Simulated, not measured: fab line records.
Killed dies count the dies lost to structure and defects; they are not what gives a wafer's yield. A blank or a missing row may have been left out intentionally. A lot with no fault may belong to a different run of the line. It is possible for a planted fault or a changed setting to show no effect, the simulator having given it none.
Which of the tools did it? ; flow nand-harc ; 45 wafers from 15 lots sampled at 4 of the route's 1302 steps

WHAT THE GAUGES READ, wafer by wafer
NHARC_P_CONTACT_INSPECT_27. Usual: raw-defect-count at 313, with a standard deviation of 120.
lot;measured;on;raw-defect-count;flag
L145;day 6 00:20;defect-inspect-02;423 385 472;
L146;day 6 17:11;defect-inspect-01;359 563 438;
L148;day 7 02:58;defect-inspect-01;421 165 252;
L149;day 7 15:47;defect-inspect-02;320 279 465;
L157;day 10 21:37;defect-inspect-01;489 592 595;
L158;day 11 11:23;defect-inspect-01;299 164 219;
L159;day 12 05:12;defect-inspect-01;426 280 251;
L160;day 12 05:55;defect-inspect-02;234 246 207;
L161;day 12 18:56;defect-inspect-02;298 249 250;
L162;day 13 08:15;defect-inspect-02;180 284 150;
L163;day 13 09:11;defect-inspect-02;220 289 394;
L164;day 13 18:20;defect-inspect-01;237 176 215;
L165;day 14 07:59;defect-inspect-02;269 573 439;
L167;day 15 11:31;defect-inspect-02;222 227 318;
L168;day 15 17:50;defect-inspect-02;424 190 566;

EACH LOT AND THE TOOL THAT RAN IT (in order: tool; ch and the chambers of the sampled wafers; start)
lot;NHARC_P_GATE_STRIP_112;NHARC_P_CONTACT_ETCH_18;NHARC_P_CONTACT_STRIP_28
L145;plasma-asher-01 ch 0,1, day 5 15:14;rie-diel-11 ch 2,3, day 5 21:43;rie-diel-12 ch 0,2,3, day 5 22:13
L146;plasma-asher-01 ch 0,1, day 6 07:57;rie-diel-12 ch 0,1,3, day 6 14:35;rie-diel-07 ch 1,2, day 6 15:02
L148;plasma-asher-01 ch 0,1, day 6 18:07;rie-diel-12 ch 0,1,2, day 7 00:23;rie-diel-07 ch 0,1,2, day 7 00:51
L149;plasma-asher-01 ch 0,1, day 7 06:47;rie-diel-11 ch 1,2,3, day 7 13:11;rie-diel-07 ch 0,2,3, day 7 13:39
L157;plasma-asher-01 ch 0,1, day 10 12:35;rie-diel-11 ch 0,2, day 10 18:58;rie-diel-07 ch 0,2, day 10 19:25
L158;plasma-asher-02 ch 0,1, day 11 02:16;rie-diel-12 ch 0,2,3, day 11 08:49;rie-diel-07 ch 0,2, day 11 09:14
L159;plasma-asher-02 ch 0,1, day 11 20:19;rie-diel-07 ch 1,3, day 12 02:37;rie-diel-11 ch 0,2,3, day 12 03:06
L160;plasma-asher-01 ch 0,1, day 11 20:39;rie-diel-12 ch 0,1,2, day 12 03:19;rie-diel-07 ch 0,1,3, day 12 03:47
L161;plasma-asher-02 ch 0,1, day 12 09:38;rie-diel-07 ch 0,2,3, day 12 16:22;rie-diel-12 ch 0,1,2, day 12 16:50
L162;plasma-asher-01 ch 0,1, day 12 23:19;rie-diel-12 ch 0,1, day 13 05:38;rie-diel-07 ch 0,1, day 13 06:07
L163;plasma-asher-02 ch 0,1, day 12 23:58;rie-diel-11 ch 1,2,3, day 13 06:36;rie-diel-12 ch 0,2, day 13 07:04
L164;plasma-asher-02 ch 0,1, day 13 09:06;rie-diel-11 ch 1,2, day 13 15:43;rie-diel-07 ch 0,3, day 13 16:11
L165;plasma-asher-01 ch 0, day 13 22:16;rie-diel-11 ch 1,2,3, day 14 04:50;rie-diel-11 ch 1,3, day 14 05:17
L167;plasma-asher-01 ch 0,1, day 15 01:54;rie-diel-11 ch 0,1,2, day 15 08:19;rie-diel-12 ch 0,1,3, day 15 08:46
L168;plasma-asher-02 ch 0,1, day 15 08:29;rie-diel-12 ch 1,2,3, day 15 15:14;rie-diel-11 ch 0,2,3, day 15 15:43
- NHARC_P_GATE_STRIP_112: strips in N2/H2, time 200 s.
- NHARC_P_CONTACT_ETCH_18: etches the open film in C4F8/O2/Ar, target depth 481 nm, time 240.5 s.
- NHARC_P_CONTACT_STRIP_28: strips in O2.

AS READ BY THE TOOLS THEMSELVES (means over the sampled wafers that have a number; for cases with no such wafer, the mark the record gives instead)
NHARC_P_GATE_STRIP_112. Usual: drypump-motor-current-A 5.9 A, standard deviation 0.61; heater-power-w 92 W, standard deviation 13.
lot;tool;drypump-motor-current-A (A);heater-power-w (W);flag
L145;plasma-asher-01;5.4;91;
L146;plasma-asher-01;5.4;90;
L148;plasma-asher-01;6.0;91;
L149;plasma-asher-01;5.4;90;
L157;plasma-asher-01;5.4;89;
L158;plasma-asher-02;6.0;85;
L159;plasma-asher-02;6.0;88;
L160;plasma-asher-01;6.0;93;
L161;plasma-asher-02;6.0;89;
L162;plasma-asher-01;5.4;87;
L163;plasma-asher-02;6.1;102;
L164;plasma-asher-02;6.1;100;
L165;plasma-asher-01;4.9;83;
L167;plasma-asher-01;5.4;87;
L168;plasma-asher-02;6.1;102;

NHARC_P_CONTACT_ETCH_18. Usual: bias-w 1501 W, standard deviation 4.3; chamber-pressure-mTorr 25.000 mTorr, standard deviation 0.022; oes-product-au 0.955 a.u., standard deviation 0.019; rf-fwd-power-W 598.1 W, standard deviation 1.7; rf-vpp-V 980 V, standard deviation 4.8.
lot;tool;bias-w (W);chamber-pressure-mTorr (mTorr);oes-product-au (a.u.);rf-fwd-power-W (W);rf-vpp-V (V);flag
L145;rie-diel-11;1507;25.007;0.959;597.7;982;
L146;rie-diel-12;-;-;-;-;-;OFF
L148;rie-diel-12;-;-;-;-;-;OFF
L149;rie-diel-11;-;-;-;-;-;OFF
L157;rie-diel-11;1496;25.005;0.927;599.6;984;
L158;rie-diel-12;1498;25.004;0.926;597.1;978;
L159;rie-diel-07;1502;25.013;0.938;597.8;983;
L160;rie-diel-12;1499;25.000;0.975;596.4;981;
L161;rie-diel-07;1504;25.002;0.947;597.1;976;
L162;rie-diel-12;1499;24.996;0.970;599.1;982;
L163;rie-diel-11;1499;25.010;0.966;598.2;980;
L164;rie-diel-11;1499;25.017;0.952;597.4;985;
L165;rie-diel-11;1502;24.995;0.947;597.5;980;
L167;rie-diel-11;1504;25.016;0.969;598.7;985;
L168;rie-diel-12;1498;24.999;0.925;597.8;977;

NHARC_P_CONTACT_STRIP_28. Usual: drypump-motor-current-A 5.9 A, standard deviation 0.47; oes-product-au 0.999 a.u., standard deviation 0.0077; rf-vpp-V 57.8 V, standard deviation 0.92; showerhead-plenum-p-Torr 3.55 Torr, standard deviation 0.12; throttle-valve-pct 17.036 %, standard deviation 0.0095.
lot;tool;drypump-motor-current-A (A);oes-product-au (a.u.);rf-vpp-V (V);showerhead-plenum-p-Torr (Torr);throttle-valve-pct (%);flag
L145;rie-diel-12;5.8;1.003;57.1;3.51;17.029;
L146;rie-diel-07;5.5;0.997;58.0;3.66;17.040;
L148;rie-diel-07;5.7;0.993;58.1;3.55;17.035;
L149;rie-diel-07;5.9;0.996;56.8;3.47;17.035;
L157;rie-diel-07;5.4;0.997;57.8;3.49;17.036;
L158;rie-diel-07;5.8;1.000;57.2;3.44;17.038;
L159;rie-diel-11;6.2;1.009;58.9;3.59;17.045;
L160;rie-diel-07;6.2;1.002;57.0;3.53;17.044;
L161;rie-diel-12;5.8;0.996;57.3;3.57;17.035;
L162;rie-diel-07;6.0;0.992;57.6;3.49;17.039;
L163;rie-diel-12;5.7;0.981;57.6;3.53;17.037;
L164;rie-diel-07;6.4;0.988;58.3;3.45;17.037;
L165;rie-diel-11;5.8;1.004;58.2;3.60;17.041;
L167;rie-diel-12;5.9;1.005;57.9;3.54;17.036;
L168;rie-diel-11;6.2;1.000;57.4;3.59;17.041;

THE ANSWER, worked out from the rows above alone
Rule: take the mean of a lot's wafers that have a number; if it is more than 3 standard deviations from the usual mean, the lot is off. A lot without any number at a reading at which 4 lots or more have one is off too. Where the step has rows for the other lots, those lots are counted as sound. The gauges are gone through in route order, then the tools' own readings, and for those a lot's mean is taken as printed above. The first step at which some lot is off is used, and at that step the reading that is off furthest; a lot without a number counts as furthest.
Off: L146, L148, L149, at NHARC_P_CONTACT_ETCH_18 (bias-w). Without a number there: L146, L148, L149.
If a tool, at that step or one of the process steps before it, ran each lot that is off and ran no sound lot following the first of them, it fits. Of those tried, none fits.

WHAT WAS PUT IN BY THE SIMULATOR
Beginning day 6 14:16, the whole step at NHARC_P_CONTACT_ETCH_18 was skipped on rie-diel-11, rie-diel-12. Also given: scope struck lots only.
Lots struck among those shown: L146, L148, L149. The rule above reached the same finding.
